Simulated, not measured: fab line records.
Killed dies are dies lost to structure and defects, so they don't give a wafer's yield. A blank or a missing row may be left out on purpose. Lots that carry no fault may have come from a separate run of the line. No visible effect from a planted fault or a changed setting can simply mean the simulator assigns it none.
Comparing a struck lot with a sound one | flow nand harc | 15 steps out of a route of 1302
Sound: these wafers, L608.2, L608.3, L608.6. The struck wafers were L624.1, L624.2, L624.3. At the end, the cause is stated.
Each step with rows lists, per side, the tool, then ch with its chambers, then its first start. Under that, the readings that differ: sound wafers | struck wafers | difference of the means | sigmas: that difference in standard deviations of wafers without a fault.
alike: same words and numbers on both sides, and readings whose means sit less than 2 such deviations apart. not compared: any withheld reading, any reading some wafer has no value for, any bound like >300 that may hide the same value, and any number with overlapping values for which the record gives no deviation.
The two part at a step that has a row with sigmas, a row that says differs or no value, or rows on one side only. Numbers that have no deviation but don't overlap get no sigmas and don't part them. Lack of a reading on every wafer of one side parts them only where that side has two or more wafers.

first, 2 steps without rows for these wafers: NHARC_P_STI_SRD_39; NHARC_P_STI_OXIDE_40 (material SiO2, target thk 10 nm, ox time 1362 s).
NHARC_P_STI_INSPECT_25:
  sound: defect inspect-02 at day 4 16:40; struck: defect inspect-01 at day 11 18:52
  alike: raw defect count
then, 9 steps without rows for these wafers: NHARC_P_GATE_ETCH_69 (etches SiO2 in dHF, target depth 14 nm); NHARC_P_GATE_PRECLEAN_70 (cleans in SC1); NHARC_P_GATE_SRD_01; NHARC_P_GATE_OXIDE_02 (material SiO2, target thk 37.5 nm, ox time 365 s); NHARC_P_GATE_DEHYDRATE_03 (time 120 s); NHARC_P_GATE_HMDS_04 (time 30 s); NHARC_P_GATE_COAT_05; NHARC_P_GATE_SOFTBAKE_06 (time 95 s); NHARC_P_GATE_EBR_07.
NHARC_P_GATE_EXPOSE_08: exposes mask P HV.
  sound on krf scanner-04 ch 0, day 5 01:03; struck on krf scanner-01 ch 0, day 12 03:13
  reading              | sound                | struck               | difference | sigmas
  exposure dose mJ cm2 | 16.720 16.756 16.729 | 17.723 17.713 17.715 | +0.982     | +65
  alike: mask
then, 1 step without rows for these wafers: NHARC_P_GATE_PEB_09 (peb time 85 s).
-- break in the record here, with 20 days between the starts of the struck wafers on either side (left off in module P_GATE, picked up again in module END, where the first step shown is number 1302 on the route) --
NHARC_END_SORT_01:
  sound on prober-01 ch 0, day 25 07:58; struck on prober-02 ch 0, day 31 16:42
  alike: killed at array, killed at other, killed at periphery, killed dies, killed open, killed short

WHERE THEY PART
At NHARC_P_GATE_EXPOSE_08 and nowhere else, as far as this record goes. Later steps at which nothing parts them and some readings are alike: NHARC_END_SORT_01.

WHY: what the simulator had put in
Process parameter drift: krf scanner-01, from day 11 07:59 on, at NHARC_P_GATE_EXPOSE_08. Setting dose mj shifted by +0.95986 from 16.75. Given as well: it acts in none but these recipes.
